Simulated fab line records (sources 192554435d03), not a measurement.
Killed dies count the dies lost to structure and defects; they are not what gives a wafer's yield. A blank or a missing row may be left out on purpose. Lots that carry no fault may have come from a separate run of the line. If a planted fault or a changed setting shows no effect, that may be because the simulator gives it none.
fab line records | flow n5Finfet
record lots=5 wafers=15 lastDay=18
route steps=1938 shown SD_EPI_N@288 SD_EPI_P@295 BEOL_M4@1111 PASSIVATION@1936
lots that met no fault: taken from a fault-free run of the same line
startH: hours from the record's opening day to when the first of the lot's shown wafers began | waitH: hours since the lot's step before | " same as the row above | L1.1+2: several wafers, shown together as one row | - value missing, or start not given | * or withheld: withheld | < > ~ a bound
route shown NAME@n: NAME is a module with steps in the file, n the number in the route of the first one | usual: mean and standard deviation over wafers with no fault | same: alike in all rows | chamber/n: place in a boat | sites: per-site readings | _std_site: standard deviation across them | _edge_site: the outer-site mean with the inner-site mean subtracted | radiusMm: for every site, how far away it sits from the centre of the wafer | mask NAME#n: copy n | behind: the last tool/chamber to shape the wafer | hold: why the lot went on hold/how many hours it stayed there/how the hold came to an end | device: transistor that didn't switch, given as n, p or np | end of line: tests of these same wafers at the route's end | a step with no rows: only its recipe | killed: count of dies lost to structure and defects at first sort (not the wafer's yield) | map: a wafer's dies, x killed, . not, _ none there
set.NAME: the setting as run; set.NAME@STEP: as run at that earlier step | model.NAME: the simulator's own value behind a step, which no gauge read
certain route steps with their lots: each step a table, each wafer a row
services: when a tool's chamber went out of use (startH, in hours from the record's first day, below 0 if earlier), for how many hours, and the reason
## steps
# step N5_SD_EPI_N_EPI_21
# recipe material=Si:P dopant=P tempC=680 pressureTorr=255 timeS=690
# step N5_SD_EPI_N_EPI_MEAS_23
# recipe mode=xrd
# usual thkNm=59.4/1.2
# columns lot.wafer tool chamber startH waitH thkNm
L434.1 filmMetro-02 - 51.67 1.4 58.8
L434.2 " - " " 58.2
L434.3 " - " " 58.7
L443.1 filmMetro-01 - 112.26 1.4 58.4
L443.3 " - " " 59.1
L443.6 " - " " 58.3
L447.1 filmMetro-01 - 132.67 1.4 61.4
L447.2 " - " " 59.8
L447.3 " - " " 61.9
L456.2 filmMetro-01 - 188.95 1.2 61.4
L456.4 " - " " 60.6
L456.6 " - " " 58.9
L457.1 filmMetro-01 - 196.07 1.9 58.9
L457.5 " - " " 57.6
L457.6 " - " " 58.1
# step N5_SD_EPI_N_PRECLEAN_24
# recipe chemistry=O3/DIW timeS=60 tempC=22 o3Ppm=10
# step N5_SD_EPI_N_SRD_25
# recipe timeS=30 tempC=23 rinseLiquid=diw dry=ipaMarangoni
# step N5_SD_EPI_N_PRECLEAN_49
# recipe chemistry=NF3:NH3 afsCycles=1 tempC=30 timeS=20 sublimationTempC=180 sublimationTimeS=60 pressureTorr=3 rfPowerW=30
# step N5_SD_EPI_N_LINER_46
# recipe material=SiNx targetThkA=30 tempC=400 aldPrecursorFamily=SiH2I2 aldCoReactant=N2/H2-plasma pressureTorr=2
# usual chamberPressureTorr=2.001/0.004 heaterPowerOuterW=491/44 heaterPowerW=808/74
# columns lot.wafer tool chamber startH waitH chamberPressureTorr heaterPowerOuterW heaterPowerW sinceWetCleanH
L434.1 aldSin-03 2 51.97 0.2 1.996 445 758 44
L434.2 " 3 " " 2.000 504 848 44
L434.3 " 0 " " 2.005 414 719 44
L443.1 aldSin-02 3 112.57 0.2 2.000 482 771 302
L443.3 " 0 " " 2.007 440 704 302
L443.6 " 3 " " 1.997 479 765 -
L447.1 aldSin-02 0 132.98 0.2 2.011 450 714 322
L447.2 " 2 " " 1.991 453 757 322
L447.3 " 3 " " 2.004 482 781 322
L456.2 aldSin-04 2 189.48 0.4 2.002 504 804 287
L456.4 " 1 " " 1.998 547 911 287
L456.6 " 3 " " 2.002 494 867 -
L457.1 aldSin-04 0 196.39 0.2 1.998 536 801 294
L457.5 " 2 " " 2.001 502 807 -
L457.6 " 3 " " 2.001 504 849 -
# step N5_SD_EPI_N_INSPECT_26
# recipe inspectInstrument=darkfield mode=postEpi
# usual rawDefectCount=219/43
# columns lot.wafer tool chamber startH waitH rawDefectCount
L434.1 defectInspect-02 - 52.22 0.1 165
L434.2 " - " " 178
L434.3 " - " " 198
L443.1 defectInspect-02 - 112.82 0.1 254
L443.3 " - " " 232
L443.6 " - " " 198
L447.1 defectInspect-01 - 133.24 0.2 213
L447.2 " - " " 188
L447.3 " - " " 158
L456.2 defectInspect-02 - 189.73 0.1 200
L456.4 " - " " 182
L456.6 " - " " 178
L457.1 defectInspect-01 - 196.66 0.2 195
L457.5 " - " " 176
L457.6 " - " " 229
# step N5_SD_EPI_P_COAT_34
# recipe resist=SOC tempC=250 timeS=60 spinRpm=1500 resistThkNm=350
# step N5_SD_EPI_P_COAT_35
# recipe resist=SiARC tempC=220 timeS=60 spinRpm=1500 resistThkNm=35
# step N5_SD_EPI_P_COAT_03
# recipe resist=CAR-ArF-block spinRpm=1500 resistThkNm=150
# step N5_SD_EPI_P_EBR_05
# recipe solvent=PGMEA ebrWidthMm=1.5
# step N5_SD_EPI_P_SOFTBAKE_04
# recipe tempC=110 timeS=60 resist=CAR-ArF-block
# step N5_SD_EPI_P_EXPOSE_06
# recipe maskId=SD_P_BLK na=1.35 sourceShape=conventional sigmaOuter=0.8 polarization=unpolarized targetCdNm=240 doseMj=39.5
# usual exposureDoseMJCm2=39.8/0.44 focusOffsetNm=0.0/0.51
# columns lot.wafer tool chamber startH waitH mask exposureDoseMJCm2 focusOffsetNm
L434.1 arfiScanner-02 0 52.50 - SD_P_BLK#0 39.5 0.3
L434.2 " 0 " " SD_P_BLK#0 39.5 0.5
L434.3 " 0 " " SD_P_BLK#0 39.5 0.1
L443.1 arfiScanner-01 0 113.09 - SD_P_BLK#0 40.6 -0.6
L443.3 " 0 " " SD_P_BLK#0 40.5 -0.3
L443.6 " 0 " " SD_P_BLK#0 40.5 -0.1
L447.1 arfiScanner-01 0 133.39 - SD_P_BLK#0 41.5 -0.7
L447.2 " 0 " " SD_P_BLK#0 41.5 0.2
L447.3 " 0 " " SD_P_BLK#0 41.5 -0.6
L456.2 arfiScanner-02 0 190.01 - SD_P_BLK#0 39.5 1.1
L456.4 " 0 " " SD_P_BLK#0 39.5 0.9
L456.6 " 0 " " SD_P_BLK#0 39.6 0.7
L457.1 arfiScanner-02 0 196.81 - SD_P_BLK#0 39.5 1.3
L457.5 " 0 " " SD_P_BLK#0 39.5 0.7
L457.6 " 0 " " SD_P_BLK#0 39.5 0.0
# step N5_SD_EPI_P_PEB_07
# recipe pebTempC=110 pebTimeS=60 resist=CAR-ArF-block
# step N5_SD_EPI_P_DEVELOP_08
# recipe developTimeS=30 developer=TMAH resist=CAR-ArF-block devTempC=23 rinseLiquid=diw dry=airSpin
# step N5_SD_EPI_P_CD_MEAS_09
# recipe targetCdNm=240 landingEnergyEv=500 detector=seInlens
# usual cdNm=239.7/0.98
# columns lot.wafer tool chamber startH waitH cdNm
L434.1 cdSem-01 0 52.62 - 240.1
L434.2 " 0 " " 240.0
L434.3 " 0 " " 239.9
L443.1 cdSem-03 0 113.22 - 239.8
L443.3 " 0 " " 239.3
L443.6 " 0 " " 240.6
L447.1 cdSem-02 0 133.52 - 242.1
L447.2 " 0 " " 241.3
L447.3 " 0 " " 241.5
L456.2 cdSem-03 0 190.14 - 238.8
L456.4 " 0 " " 238.3
L456.6 " 0 " " 238.8
L457.1 cdSem-02 0 196.93 - 238.8
L457.5 " 0 " " 237.8
L457.6 " 0 " " 239.3
# step N5_SD_EPI_P_OVL_MEAS_10
# recipe pointsPerWafer=44
# usual SD_P_BLK_OVL=-0.2/0.76
# columns lot.wafer tool chamber startH waitH SD_P_BLK_OVL[nm]
L434.1 overlay-02 0 52.65 0.0 -0.3
L434.2 " 0 " " -0.7
L434.3 " 0 " " -0.5
L443.1 overlay-01 0 113.25 0.0 -0.1
L443.3 " 0 " " 0.7
L443.6 " 0 " " 1.6
L447.1 overlay-02 0 133.55 0.0 0.4
L447.2 " 0 " " 0.2
L447.3 " 0 " " 0.5
L456.2 overlay-02 0 190.16 0.0 -1.3
L456.4 " 0 " " -0.9
L456.6 " 0 " " -1.6
L457.1 overlay-01 0 196.96 0.0 -1.0
L457.5 " 0 " " 0.1
L457.6 " 0 " " 0.0
# step N5_SD_EPI_P_INSPECT_11
# recipe mode=adi inspectInstrument=macro
# usual rawDefectCount=2.1/1.4
# columns lot.wafer tool chamber startH waitH rawDefectCount
L434.1 defectInspect-02 - 52.68 0.0 4
L434.2 " - " " 5
L434.3 " - " " 1
L443.1 defectInspect-02 - 113.27 0.0 4
L443.3 " - " " 2
L443.6 " - " " 3
L447.1 defectInspect-01 - 133.57 0.0 2
L447.2 " - " " 4
L447.3 " - " " 2
L456.2 defectInspect-02 - 190.19 0.0 3
L456.4 " - " " 1
L456.6 " - " " 0
L457.1 defectInspect-02 - 196.98 0.0 4
L457.5 " - " " 4
L457.6 " - " " 1
# step N5_SD_EPI_P_DESCUM_14
# recipe chemistry=O2 timeS=7.9 sourcePowerW=50 biasPowerW=20 pressureMtorr=20 rfFrequencyHz=2.712e+07 tempC=40 resist=CAR-ArF-block o2FlowSccm=225
# usual drypumpMotorCurrentA=5.7/0.4 oesProductAu=0.78/0.073 rfFwdPowerW=49.28/0.26 rfVppV=243.3/1.5 showerheadPlenumPTorr=2.10/0.083 throttleValvePct=20.46/0.21
# columns lot.wafer tool chamber startH waitH drypumpMotorCurrentA oesProductAu rfFwdPowerW rfHoursCounterH rfVppV showerheadPlenumPTorr throttleValvePct model.SD_EPI_P.cdNm
L434.1 rieDiel-03 2 52.77 0.1 5.8 0.73 48.98 196 241.6 1.99 20.38 240.2
L434.2 " 0 " " 5.9 0.86 49.05 57 246.0 2.21 20.40 240.2
L434.3 " 1 " " 5.1 0.84 49.24 50 243.0 2.03 19.98 239.8
L443.1 rieDiel-03 3 113.30 0.0 5.7 0.70 49.40 243 245.4 2.15 20.47 239.8
L443.3 " 1 " " 5.1 0.83 49.29 60 244.2 2.03 20.00 239.4
L443.6 " 0 " " 5.9 0.84 49.10 - 245.6 2.21 20.41 240.6
L447.1 rieDiel-04 2 133.95 0.4 6.1 0.70 49.08 210 243.0 2.06 20.61 242
L447.2 " 1 " " 5.2 0.84 49.45 79 244.2 2.12 20.62 241.6
L447.3 " 0 " " 5.1 0.75 49.24 147 241.7 2.01 20.70 241.6
L456.2 rieDiel-03 3 190.22 0.0 5.7 0.91 49.41 13 243.8 2.14 20.19 238.8
L456.4 " 2 " " 5.8 0.72 49.27 232 242.1 1.98 20.44 238.2
L456.6 " 0 " " 5.8 0.82 49.18 - 245.8 2.20 20.45 239
L457.1 rieDiel-04 1 197.02 0.0 5.2 0.82 49.65 100 242.4 2.11 20.64 239
L457.5 " 0 " " 5.2 0.73 48.98 - 242.2 2.00 20.75 237.6
L457.6 " 2 " " 6.1 0.68 48.95 - 243.4 2.06 20.65 239.2
# step N5_SD_EPI_P_ETCH_36
# recipe chemistry=CF4 target=SiARC targetDepthA=455 maskMaterial=CAR-ArF-block timeS=75.8 ionEnergyEv=80 pressureMtorr=40 sourceW=545 biasW=36 Ar_flow_sccm=100 cf4FlowSccm=100 ends=cleared
# usual drypumpMotorCurrentA=5.7/0.4 etchRfOnTimeS=75.3/1.5 oesProductAu=0.67/0.064 rfFwdPowerW=538.5/2.4 rfVppV=184.1/1.2 showerheadPlenumPTorr=2.14/0.075 throttleValvePct=15.63/0.21
# columns lot.wafer tool chamber startH waitH drypumpMotorCurrentA etchRfOnTimeS oesProductAu rfFwdPowerW rfHoursCounterH rfVppV showerheadPlenumPTorr throttleValvePct model.SD_EPI_P.cdNm
L434.1 rieDiel-03 2 52.80 0.0 5.8 75.3 0.63 538.1 196 183.8 2.04 15.58 240
L434.2 " 0 " " 5.8 74.4 0.74 537.5 57 185.1 2.25 15.52 240
L434.3 " 1 " " 5.1 76.7 0.71 542.5 50 183.9 2.10 15.27 239.8
L443.1 rieDiel-03 3 113.34 0.0 5.7 76.5 0.59 538.5 243 184.8 2.19 15.75 239.4
L443.3 " 1 " " 5.1 75.6 0.71 538.1 60 184.0 2.10 15.29 239.8
L443.6 " 0 " " 5.9 74.2 0.73 534.3 - 186.7 2.24 15.54 240.6
L447.1 rieDiel-04 2 133.99 0.0 6.1 77.2 0.60 537.6 210 184.9 2.13 15.89 242
L447.2 " 1 " " 5.2 72.4 0.72 540.7 79 185.2 2.17 15.74 241.4
L447.3 " 0 " " 5.1 73.8 0.64 533.7 147 182.8 2.05 15.79 241.8
L456.2 rieDiel-03 3 190.26 0.0 5.6 77.5 0.77 539.7 13 183.6 2.19 15.29 239
L456.4 " 2 " " 5.8 74.8 0.61 537.2 232 181.8 2.03 15.67 238.2
L456.6 " 0 " " 5.8 73.9 0.70 539.0 - 185.8 2.23 15.59 239
L457.1 rieDiel-04 1 197.05 0.0 5.2 72.3 0.70 541.3 100 183.4 2.16 15.77 239
L457.5 " 0 " " 5.1 74.9 0.63 535.7 - 183.6 2.04 15.85 237.6
L457.6 " 2 " " 6.1 77.8 0.59 538.8 - 182.9 2.12 15.94 239.2
# step N5_SD_EPI_P_ETCH_37
# recipe chemistry=N2/H2 target=SOC overetchA=1080 maskMaterial=SiARC tempC=40 ionEnergyEv=100 sourceW=3000 biasW=133 pressureMtorr=20 timeS=486 n2FlowSccm=200 h2FlowSccm=200 ends=endPoint
# usual drypumpMotorCurrentA=5.7/0.4 h2FlowSccm=200.0/0.63 oesProductAu=0.70/0.064 rfFwdPowerW=2996/9 rfVppV=240.7/1.5 showerheadPlenumPTorr=2.54/0.1 throttleValvePct=23.81/0.25
# columns lot.wafer tool chamber startH waitH drypumpMotorCurrentA h2FlowSccm oesProductAu rfFwdPowerW rfHoursCounterH rfVppV showerheadPlenumPTorr throttleValvePct
L434.1 rieDiel-03 2 52.86 0.0 5.8 201.2 0.67 2980 196 238.8 2.41 23.56
L434.2 " 0 " " 5.9 199.4 0.76 2997 57 242.5 2.71 23.93
L434.3 " 1 " " 5.1 199.9 0.75 3009 51 239.8 2.48 23.40
L443.1 rieDiel-03 3 113.40 0.0 5.6 199.7 0.62 2982 243 241.6 2.62 23.77
L443.3 " 1 " " 5.1 200.4 0.74 3010 60 239.9 2.48 23.40
L443.6 " 0 " " 5.8 199.1 0.75 2990 - 242.5 2.71 23.93
L447.1 rieDiel-04 2 134.04 0.0 6.2 200.4 0.64 2970 210 238.6 2.51 23.92
L447.2 " 1 " " 5.2 201.1 0.73 2991 79 240.5 2.56 24.00
L447.3 " 0 " " 5.1 200.1 0.66 2986 147 239.9 2.43 24.07
L456.2 rieDiel-03 3 190.31 0.0 5.7 200.3 0.83 2993 13 241.2 2.61 23.56
L456.4 " 2 " " 5.8 200.4 0.64 3001 232 238.3 2.39 23.59
L456.6 " 0 " " 5.9 200.4 0.73 2993 - 243.4 2.70 23.97
L457.1 rieDiel-04 1 197.11 0.0 5.2 200.3 0.71 2998 100 241.2 2.55 24.01
L457.5 " 0 " " 5.1 200.6 0.66 2978 - 240.5 2.42 24.09
L457.6 " 2 " " 6.1 200.6 0.63 2986 - 240.2 2.50 23.94
# step N5_BEOL_M4_RC_MEAS_101
# usual DIBL_N=36.1/1.6 DIBL_P=36.6/1.9 IOFF_N=0.160/0.026 IOFF_P=0.210/0.028 ION_N=677/10 ION_P=464/6.9 SS_N=71.4/0.56 SS_P=73.3/0.61 VT_N=249.1/2.6 VT_P=-250/3.3
# columns lot.wafer tool chamber startH waitH DIBL_N[mV/V] DIBL_P[mV/V] IOFF_N[nA/um] IOFF_P[nA/um] ION_N[uA/um] ION_P[uA/um] SS_N[mV/dec] SS_P[mV/dec] VT_N[mV] VT_P[mV]
L434.1 prober-01 0 166.96 0.0 35.7 35.1 0.139 0.177 684 463 71.3 73.0 250.4 -254
L434.2 " 0 " " 37.2 36.4 0.151 0.194 674 462 72.0 74.1 252.9 -252
L434.3 " 0 " " 36.8 37.1 0.149 0.190 676 453 72.1 73.3 250.9 -253
L443.1 prober-01 0 235.52 0.0 37.8 37.4 0.164 0.205 686 464 71.7 72.8 247.1 -251
L443.3 " 0 " " 39.2 38.5 0.167 0.216 664 459 72.3 73.5 251.5 -251
L443.6 " 0 " " 40.3 40.6 0.207 0.264 690 471 72.4 74.1 248.7 -250
L447.1 prober-01 0 261.96 0.0 35.4 35.7 0.158 0.176 688 458 71.5 72.9 248.0 -256
L447.2 " 0 " " 38.3 39.4 0.203 0.229 686 460 71.8 74.7 246.4 -250
L447.3 " 0 " " 34.9 35.5 0.138 0.171 673 456 71.3 73.5 251.9 -254
L456.2 prober-02 0 295.88 0.2 38.9 38.6 0.187 0.274 685 468 72.2 74.3 246.1 -245
L456.4 " 0 " " 37.3 35.3 0.154 0.229 667 465 71.5 72.6 250.8 -246
L456.6 " 0 " " 35.5 33.3 0.126 0.190 651 456 71.3 73.8 252.3 -251
L457.1 prober-02 0 328.40 0.0 35.9 36.2 0.165 0.220 675 465 71.3 72.9 248.0 -247
L457.5 " 0 " " 36.9 37.6 0.188 0.245 692 470 72.3 73.3 245.3 -247
L457.6 " 0 " " 33.7 34.3 0.128 0.188 654 455 71.6 72.3 249.6 -251
# step N5_PASSIVATION_PROBE_49
# usual defectLimitedYield=91.3/1.5 killed_at_M0_to_M3=34/10 killed_at_M4_up=13/4.9 killedAtContacts=13/6.1 killedAtFrontEnd=39/13 killedAtOther=4.1/2.7 killedDies=103/18 killedOpen=68/13 killedShort=32/7.6 sort_bin_5_function=5.2/1 sort_bin_6_memory=3.2/0.75 sortNPass=1077/18 sortYieldPct=91.3/1.5
# same grossDies=1180 killedAtBackSide=0 sort_bin_4_leakage[%]=0 sort_bin_8_speed[%]=0
# columns lot.wafer tool chamber startH waitH defectLimitedYield[%] killed_at_M0_to_M3 killed_at_M4_up killedAtContacts killedAtFrontEnd killedAtOther killedDies killedOpen killedShort sort_bin_5_function[%] sort_bin_6_memory[%] sortNPass sortYieldPct[%]
L443.3 prober-01 - 335.02 0.1 89.5 31 29 16 41 7 124 81 40 6.3 3.7 1056 89.5
# killed by level:class
L443.3 BEOL_M4:geometricParticle:open=15 FIN_SAQP:geometricParticle:short=12 MOL_CONTACT_COAG:geometricParticle:open=11 FIN_SAQP:geometricParticle:open=8 BEOL_M2:geometricParticle:open=8 BEOL_M0_SAQP:geometricParticle:open=7 BEOL_M4:geometricParticle:short=6 BEOL_M0_SAQP:geometricParticle:short=5
## services
# columns tool chamber startH hours kind
aldSin-02 3 30.90 6.3 repair
aldSin-04 - 32.58 0.8 repair
arfiScanner-01 - 38.77 32.7 repair
aldSin-04 1 40.61 5.4 repair
aldSin-02 0 52.88 3.4 repair
aldSin-02 0 56.37 8.4 repair
aldSin-02 1 65.92 3.8 repair
arfiScanner-01 - 71.51 1.0 pm
arfiScanner-01 - 72.51 4.9 pm
rieDiel-04 3 72.64 7.9 repair
arfiScanner-02 - 81.67 1.3 pm
arfiScanner-01 - 81.74 1.3 pm
rieDiel-03 - 96.86 14.6 pm
arfiScanner-02 - 110.27 0.8 pm
rieDiel-03 1 132.78 6.3 repair
arfiScanner-01 - 133.79 0.8 pm
arfiScanner-01 - 142.75 6.0 pm
arfiScanner-01 - 150.25 16.0 pm
rieDiel-04 2 157.27 4.0 repair
rieDiel-03 - 163.67 4.3 pm
arfiScanner-02 - 166.25 1.0 pm
arfiScanner-02 - 174.69 1.0 pm
aldSin-02 - 176.75 14.0 pm
rieDiel-04 3 192.54 5.8 repair
## key
firstSign step=N5_SD_EPI_P_EXPOSE_06 reading=exposureDoseMJCm2 direction=up sigmas=3.7 usual=39.8 struck=41.5
effect none on later readings
modelEffect step=N5_SD_EPI_P_DESCUM_14 value=SD_EPI_P.cdNm without=240.1 struck=241.7
modelEffect step=N5_SD_EPI_P_ETCH_36 value=SD_EPI_P.cdNm without=240.2 struck=241.7
metAt N5_SD_EPI_P_EXPOSE_06
struckWafers L447.1,L447.2,L447.3
onsetBetween 113.09 133.39
fault kind=processParameterDrift tool=arfiScanner-01 chamber=- onsetH=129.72 steps=N5_SD_EPI_P_EXPOSE_06 channel=doseMj offset=0.91609 shape=step actsIn=theseRecipesOnly stated=39.5
